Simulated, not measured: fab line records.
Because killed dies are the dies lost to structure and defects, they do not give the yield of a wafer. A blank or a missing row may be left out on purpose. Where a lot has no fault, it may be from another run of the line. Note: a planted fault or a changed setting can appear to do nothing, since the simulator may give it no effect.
The same fault as seen by 2 desks	flow n5Finfet	what lay behind the numbers comes last; until then each desk has only its own

== METROLOGY DESK ==
Lot by lot, what the gauges showed, no matter which tool ran the lot: averages of those sampled wafers that carry a number. A lot is out of limits, marked OUT, if its mean lies more than 4 standard deviations from the usual mean; the brackets give that distance.
Columns: A = M8_ILD_THK at N5_BEOL_M8_THK_MEAS_01, usual 155.9 nm
lot	first seen here	A
L857	day 9 12:22	153.4
L860	day 10 09:05	157.3
L859	day 10 09:16	157.1
L864	day 10 23:40	158.0
L865	day 11 10:26	155.7
L867	day 12 17:35	154.1
L871	day 13 12:04	137.1 (-9.4) OUT
L873	day 13 22:38	129.4 (-13) OUT
L876	day 14 06:00	156.6
L877	day 14 22:15	155.0
L879	day 15 05:52	155.9
This desk reports L871, L873 out of limits; the earliest was L871 at day 13 12:04 (M8_ILD_THK at N5_BEOL_M8_THK_MEAS_01). Within limits: L857, L860, L859, L864, L865, L867, L876, L877, L879.

== TOOL OWNER'S DESK, pecvd-04 ==
The tool's own readings at N5_BEOL_M8_ILD_DEP_00 (deposits SiCOH lowk from DEMS/porogen, target thk 179.75 nm, time 33.4 s): means of the sampled wafers that have a number, for each lot that ran on this tool. A lot is out of limits, marked OUT, if its mean lies more than 4 standard deviations from the usual mean; the brackets give that distance.
Columns: A = heaterPowerW at N5_BEOL_M8_ILD_DEP_00, usual 302 W; B = showerheadPlenumPTorr at N5_BEOL_M8_ILD_DEP_00, usual 5.743 Torr; C = throttleValvePct at N5_BEOL_M8_ILD_DEP_00, usual 13.8 %
lot	first seen here	A	B	C
L857	day 9 11:47	313	5.748	13.9
L860	day 10 08:22	334	5.723	13.5
L867	day 12 17:01	334	5.739	13.8
L871	day 13 11:30	317	5.746	13.8
L873	day 13 22:02	336	5.720	13.1
Finding of this desk: none of the 5 lots has anything out of limits.

== TAKEN TOGETHER ==
An alarm was possible from the metrology desk at day 13 12:04, on L871, L873.
The tool owner's desk saw nothing out of limits.
Tool owner's desk: L871, L873 on record, inside its limits.
The lots listed all ran N5_BEOL_M8_ILD_DEP_00 on pecvd-04.

== WHAT HAD BEEN PUT IN BY THE SIMULATOR ==
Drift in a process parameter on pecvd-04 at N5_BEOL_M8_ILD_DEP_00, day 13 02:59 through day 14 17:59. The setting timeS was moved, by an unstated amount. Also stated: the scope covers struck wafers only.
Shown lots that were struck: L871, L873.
Time in hours between the start of the fault and the first out-of-limits reading at each desk: metrology desk, 9.
